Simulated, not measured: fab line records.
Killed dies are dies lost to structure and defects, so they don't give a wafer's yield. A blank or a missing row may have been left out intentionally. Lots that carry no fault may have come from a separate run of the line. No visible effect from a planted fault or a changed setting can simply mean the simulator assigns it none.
Split-lot experiment -- flow n5Finfet -- on a route of 1938 steps: 7 lots, 39 wafers read

== ABOUT THE SPLIT ==
At N5_BEOL_M7_DEP_56 (deposits SiCN from 3MS/NH3, target thk 10 nm, time 17.5 s), the setting targetThkA was moved away from the recipe's 100 angstrom on 12 of the 39 wafers read, by -57.9% to -29.0%. For the rest of the wafers, this setting stayed at what the recipe calls for.

The reading is taken at the split's own step.

== THE READING ==
SiCN_of_BEOL_M7_DEP_56.thkNm (the simulator's own value, which no gauge read), in nm, at N5_BEOL_M7_DEP_56 (deposits SiCN from 3MS/NH3, target thk 10 nm, time 17.5 s). The file does not state a usual value for it. Across the 27 wafers here that went through the recipe, the average is 9.9 nm and the standard deviation 0.22 nm.

wafer,"tool, chamber at the split","targetThkA as run, angstrom",against the recipe,"SiCN_of_BEOL_M7_DEP_56.thkNm, nm",against lot-mates on the recipe
L078.1,"pecvd-02, 0,1,1",100,recipe,10,-
L078.3,"pecvd-02, 0,1,1",100,recipe,10,-
L078.5,"pecvd-02, 0,1,1",100,recipe,10,-
L078.2,"pecvd-02, 1",100,recipe,9.8,-
L078.4,"pecvd-02, 0",100,recipe,10.2,-
L078.6,"pecvd-02, 0",100,recipe,10.2,-
L079.4,"pecvd-01, 1,2",100,recipe,9.8,-
L079.5,"pecvd-01, 1,2",100,recipe,9.8,-
L079.6,"pecvd-01, 0",100,recipe,9.4,-
L086.1,"pecvd-03, 0,2",100,recipe,9.8,-
L086.2,"pecvd-03, 0,2",100,recipe,9.8,-
L086.3,"pecvd-03, 1,2",42.06,-57.9%,3.8,-5.9
L086.4,"pecvd-03, 1,2",42.06,-57.9%,3.8,-5.9
L086.5,"pecvd-03, 1",100,recipe,9.6,-
L086.6,"pecvd-03, 0",42.06,-57.9%,4,-5.7
L091.1,"pecvd-02, 2,1",100,recipe,10,-
L091.2,"pecvd-02, 2,1",100,recipe,10,-
L091.3,"pecvd-02, 0,1,2",100,recipe,10.2,-
L091.4,"pecvd-02, 0,1,2",100,recipe,10.2,-
L091.5,"pecvd-02, 0,1,2",100,recipe,10.2,-
L091.6,"pecvd-02, 0",100,recipe,10.4,-
L090.1,"pecvd-03, 1,0",100,recipe,9.8,-
L090.3,"pecvd-03, 1,0",100,recipe,9.8,-
L090.2,"pecvd-03, 2",47.07,-52.9%,4.6,-5.3
L090.6,"pecvd-03, 2",47.07,-52.9%,4.6,-5.3
L090.4,"pecvd-03, 1",47.07,-52.9%,4.4,-5.5
L090.5,"pecvd-03, 0",100,recipe,10.2,-
L089.1,"pecvd-01, 2,1",59.18,-40.8%,5.6,-4.3
L089.2,"pecvd-01, 2,1",59.18,-40.8%,5.6,-4.3
L089.3,"pecvd-01, 0",100,recipe,9.8,-
L089.4,"pecvd-01, 2,1",100,recipe,10,-
L089.5,"pecvd-01, 2,1",100,recipe,10,-
L089.6,"pecvd-01, 0",59.18,-40.8%,5.8,-4.1
L096.1,"pecvd-01, 1,0",71.03,-29.0%,6.8,-3.0
L096.3,"pecvd-01, 1,0",71.03,-29.0%,6.8,-3.0
L096.2,"pecvd-01, 2",100,recipe,9.6,-
L096.4,"pecvd-01, 1",100,recipe,9.8,-
L096.5,"pecvd-01, 2",100,recipe,10,-
L096.6,"pecvd-01, 0",71.03,-29.0%,7,-2.8
Rows listing several chambers each stand for several wafers; the file does not say which wafer went through which chamber.

THE FIT
A straight line over all 39 wafers: SiCN_of_BEOL_M7_DEP_56.thkNm changes by +0.104 nm for each +1% of targetThkA; r = +1.00; the points scatter about the line by 0.2 nm.
The same after taking each lot's own level away (the mean of its wafers on the recipe; 39 wafers): +0.102 nm for each +1%; r = +1.00; scatter 0.14 nm.
According to that fit, moving targetThkA by its largest amount changes the reading by 5.9 nm.
The lots' own levels span 9.67 to 10.17 nm, that is 2.2 times the standard deviation above.
So the lot-to-lot level changes the slope little: the two slopes agree.
Check: for one of the wafers moved furthest among these (-57.9%), held out of the fit, the line's prediction against its lot-mates is -5.91 nm. Against them it came out at -5.93 nm.

== FILE'S OWN FIT ==
SiCN_of_BEOL_M7_DEP_56.thkNm changes by +0.102 nm for each +1% of targetThkA, r = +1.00.
